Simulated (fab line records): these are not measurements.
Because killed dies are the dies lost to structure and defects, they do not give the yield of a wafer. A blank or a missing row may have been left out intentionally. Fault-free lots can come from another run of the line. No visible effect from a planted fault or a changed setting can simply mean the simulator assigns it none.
What tool caused it? | flow n5 finfet | 10 lots with 30 wafers sampled at 5 steps, on a route of 1938 steps

== WHAT THE GAUGES SHOWED, per wafer ==
N5_MOL_CONTACT_COAG_INSPECT_10: inspects for defects (brightfield). Usual: raw defect count reads 77 (standard deviation 25).
lot  | measured     | on                | raw defect count | flag
L219 | day 5 09:23  | defect inspect-01 | 46 106 43        |
L220 | day 5 13:10  | defect inspect-01 | 41 39 59         |
L222 | day 6 01:35  | defect inspect-02 | 74 97 45         |
L223 | day 6 09:31  | defect inspect-02 | 95 93 83         |
L224 | day 6 13:19  | defect inspect-02 | 53 66 49         |
L226 | day 7 00:37  | defect inspect-02 | 87 93 109        |
L229 | day 7 23:28  | defect inspect-01 | 76 74 82         |
L234 | day 9 00:17  | defect inspect-02 | 79 96 85         |
L235 | day 9 02:25  | defect inspect-02 | 78 94 46         |
L238 | day 10 01:05 | defect inspect-02 | 102 86 81        |

N5_BEOL_M4_RC_MEAS_101. Usual: DIBL_N 36.3 mV/V, standard deviation 1.4; DIBL_P 35.7 mV/V, standard deviation 1.5; IOFF_N 0.155 nA/um, standard deviation 0.022; IOFF_P 0.204 nA/um, standard deviation 0.027; ION_N 671 uA/um, standard deviation 9; ION_P 459 uA/um, standard deviation 6.2; SS_N 71.5 mV/dec, standard deviation 0.54; SS_P 73.1 mV/dec, standard deviation 0.56; VT_N 250.2 mV, standard deviation 2.6; VT_P -251 mV, standard deviation 3.3.
lot  | measured     | on        | DIBL_N (mV/V)  | DIBL_P (mV/V)  | IOFF_N (nA/um)    | IOFF_P (nA/um)    | ION_N (uA/um) | ION_P (uA/um) | SS_N (mV/dec)  | SS_P (mV/dec)  | VT_N (mV)         | VT_P (mV)      | flag
L219 | day 8 18:48  | prober-01 | 35.3 35.4 34.2 | 35.6 35.4 33.7 | 0.162 0.156 0.144 | 0.216 0.221 0.187 | 677 663 671   | 466 462 457   | 71.7 71.7 70.8 | 73.3 73.4 72.3 | 247.9 249.2 250.9 | -248 -249 -251 |
L220 | day 8 21:08  | prober-02 | 35.0 36.4 38.2 | 34.9 36.8 38.8 | 0.137 0.176 0.212 | 0.171 0.195 0.222 | 663 682 686   | 453 464 456   | 70.7 71.5 71.1 | 72.3 73.4 73.6 | 250.8 245.6 243.2 | -255 -254 -252 |
L222 | day 9 00:10  | prober-01 | 37.8 35.7 36.8 | 37.2 35.6 37.0 | 0.193 0.148 0.185 | 0.243 0.210 0.239 | 674 670 691   | 465 464 470   | 71.1 70.6 71.4 | 74.0 73.3 73.5 | 246.9 250.1 247.2 | -246 -248 -246 |
L223 | day 9 17:58  | prober-01 | 39.1 38.6 38.9 | 38.6 37.1 37.1 | 0.197 0.182 0.195 | 0.257 0.242 0.238 | 682 665 678   | 466 454 458   | 72.3 71.6 73.4 | 73.6 74.0 73.4 | 247.3 248.6 250.4 | -245 -246 -249 |
L224 | day 9 20:37  | prober-01 | 35.3 36.1 36.7 | 35.5 35.9 35.6 | 0.133 0.149 0.151 | 0.177 0.185 0.174 | 677 661 668   | 462 451 447   | 70.9 71.3 71.6 | 72.4 73.4 72.5 | 253.2 251.9 252.9 | -255 -255 -258 |
L226 | day 10 16:14 | prober-01 | 34.8 36.0 36.4 | 33.3 35.0 35.6 | 0.128 0.153 0.152 | 0.189 0.218 0.225 | 669 679 662   | 468 465 464   | 72.3 71.9 71.5 | 73.1 72.9 72.9 | 252.8 248.1 250.0 | -247 -248 -247 |
L229 | day 11 16:56 | prober-01 | 35.5 35.8 34.5 | 37.0 36.9 36.1 | 0.149 0.160 0.144 | 0.189 0.193 0.182 | 677 672 668   | 458 457 454   | 71.5 71.5 71.3 | 73.8 72.9 73.4 | 249.4 250.1 250.6 | -251 -254 -250 |
L234 | day 12 15:58 | prober-01 | 38.2 39.4 39.5 | 37.2 38.3 38.6 | 0.163 0.194 0.190 | 0.226 0.262 0.259 | 675 683 674   | 460 467 469   | 71.5 71.7 72.0 | 73.5 74.3 74.2 | 251.9 246.3 247.1 | -251 -248 -249 |
L235 | day 12 10:29 | prober-01 | 34.1 35.0 35.4 | 33.5 34.6 34.6 | 0.119 0.131 0.138 | 0.174 0.185 0.192 | 666 664 677   | 457 457 462   | 71.0 71.2 71.6 | 72.7 72.9 73.0 | 253.2 252.5 250.7 | -252 -251 -251 |
L238 | day 13 06:14 | prober-02 | 37.1 36.2 37.1 | 36.6 35.7 37.5 | 0.183 0.157 0.176 | 0.232 0.210 0.248 | 679 667 677   | 465 458 468   | 71.5 71.2 71.0 | 72.9 72.2 73.3 | 246.5 250.3 246.7 | -248 -249 -245 |

== WHICH TOOL RAN EACH LOT (tool, then ch and the chambers of the sampled wafers, then the start) ==
lot  | N5_GATE_CUT_VAPOR_ETCH_49        | N5_GATE_CUT_CMP_61            | N5_MOL_CONTACT_COAG_COAT_103
L219 | rie metal-02 ch 0,1, day 5 02:34 | cmp-02 ch 1,3, day 5 08:34    | litho track-05 ch 0, day 5 08:49
L220 | rie metal-02 ch 1, day 5 09:51   | cmp-04 ch 0,1, day 5 12:32    | litho track-02 ch 0, day 5 12:47
L222 | rie metal-03 ch 0,1, day 5 22:14 | cmp-03 ch 0,1,2, day 6 01:01  | litho track-02 ch 0, day 6 01:13
L223 | rie metal-01 ch 0,1, day 6 06:10 | cmp-03 ch 0,3, day 6 08:55    | litho track-02 ch 0, day 6 09:10
L224 | rie metal-03 ch 0,1, day 6 10:10 | cmp-04 ch 0,2,3, day 6 12:46  | litho track-05 ch 0, day 6 12:58
L226 | rie metal-03 ch 0,1, day 6 21:21 | cmp-04 ch 0,2,3, day 6 23:53  | litho track-04 ch 0, day 7 00:08
L229 | rie metal-01 ch 0,1, day 7 20:17 | cmp-03 ch 1,2,3, day 7 22:53  | litho track-04 ch 0, day 7 23:07
L234 | rie metal-01 ch 0,1, day 8 21:06 | cmp-04 ch 0,2,3, day 8 23:40  | litho track-04 ch 0, day 8 23:56
L235 | rie metal-01 ch 0,1, day 8 23:16 | cmp-03 ch 1,2, day 9 01:48    | litho track-04 ch 0, day 9 02:04
L238 | rie metal-02 ch 0,1, day 9 21:40 | cmp-02 ch 0,2,3, day 10 00:32 | litho track-05 ch 0, day 10 00:44
- N5_GATE_CUT_VAPOR_ETCH_49: etches TiAlC in BCl3/Cl2.
- N5_GATE_CUT_CMP_61: polishes, stops on SiNx, t overpolish 3 s.
- N5_MOL_CONTACT_COAG_COAT_103: time 60 s, resist thk 80 nm.

== AS READ BY THE TOOLS THEMSELVES (means over the sampled wafers that have a number; for cases with no such wafer, the mark the record gives instead) ==
N5_GATE_CUT_VAPOR_ETCH_49. Usual: drypump motor current A 5.8 A, standard deviation 0.44; oes product au 0.80 a.u., standard deviation 0.082.
lot  | tool         | drypump motor current A (A) | oes product au (a.u.) | flag
L219 | rie metal-02 | 5.7                         | 0.81                  |
L220 | rie metal-02 | 5.5                         | 0.74                  |
L222 | rie metal-03 | 5.5                         | 0.77                  |
L223 | rie metal-01 | 6.1                         | 0.78                  |
L224 | rie metal-03 | 5.5                         | 0.77                  |
L226 | rie metal-03 | 5.5                         | 0.77                  |
L229 | rie metal-01 | 6.3                         | 0.80                  |
L234 | rie metal-01 | 6.1                         | 0.76                  |
L235 | rie metal-01 | 6.4                         | 0.79                  |
L238 | rie metal-02 | 5.6                         | 0.77                  |

N5_GATE_CUT_CMP_61. Usual: edge zone pressure frac 1.000, standard deviation 0.0049; motor current A 12.1 A, standard deviation 1.
lot  | tool   | edge zone pressure frac | motor current A (A) | flag
L219 | cmp-02 | 0.998                   | 13.3                |
L220 | cmp-04 | 1.000                   | 11.3                |
L222 | cmp-03 | 1.000                   | 12.0                |
L223 | cmp-03 | 0.998                   | 12.1                |
L224 | cmp-04 | 1.000                   | 11.6                |
L226 | cmp-04 | 0.997                   | 11.3                |
L229 | cmp-03 | 1.005                   | 12.2                |
L234 | cmp-04 | 1.000                   | 11.7                |
L235 | cmp-03 | 0.998                   | 11.7                |
L238 | cmp-02 | 0.997                   | 11.5                |

N5_MOL_CONTACT_COAG_COAT_103. Usual: resist line temp C 22.99 C, standard deviation 0.11; spin speed rpm 1499.8 rpm, standard deviation 1.1.
lot  | tool           | resist line temp C (C) | spin speed rpm (rpm) | flag
L219 | litho track-05 | 23.06                  | 1499.6               |
L220 | litho track-02 | 23.06                  | 1499.3               |
L222 | litho track-02 | 22.97                  | 1500.8               |
L223 | litho track-02 | 22.91                  | 1498.9               |
L224 | litho track-05 | 22.99                  | 1499.0               |
L226 | litho track-04 | 22.86                  | 1499.6               |
L229 | litho track-04 | 22.96                  | 1496.9               |
L234 | litho track-04 | 22.82                  | 1557.9               | OFF
L235 | litho track-04 | 23.05                  | 1557.2               | OFF
L238 | litho track-05 | 23.10                  | 1500.8               |

== THE ANSWER, worked out from the rows above alone ==
Rule: a lot counts as off when the mean over its wafers that have a number is more than 3 standard deviations away from the usual mean. A lot without any number at a reading at which 4 lots or more have one is off too. Any other lot the step has rows for is counted as sound. First the gauges in route order, then the tools' own readings, where a lot's mean is used as printed above. The first step at which some lot is off is used, and at that step the reading that is off furthest; a lot without a number counts as furthest.
Off at N5_MOL_CONTACT_COAG_COAT_103 (spin speed rpm): L234, L235.
A tool fits if, at that step or a process step before it, it ran every lot that is off, and no sound lot after the first of them. Undecided on this evidence; 2 tools fit (rie metal-01 at N5_GATE_CUT_VAPOR_ETCH_49, litho track-04 at N5_MOL_CONTACT_COAG_COAT_103).

== WHAT THE SIMULATOR HAD PUT IN ==
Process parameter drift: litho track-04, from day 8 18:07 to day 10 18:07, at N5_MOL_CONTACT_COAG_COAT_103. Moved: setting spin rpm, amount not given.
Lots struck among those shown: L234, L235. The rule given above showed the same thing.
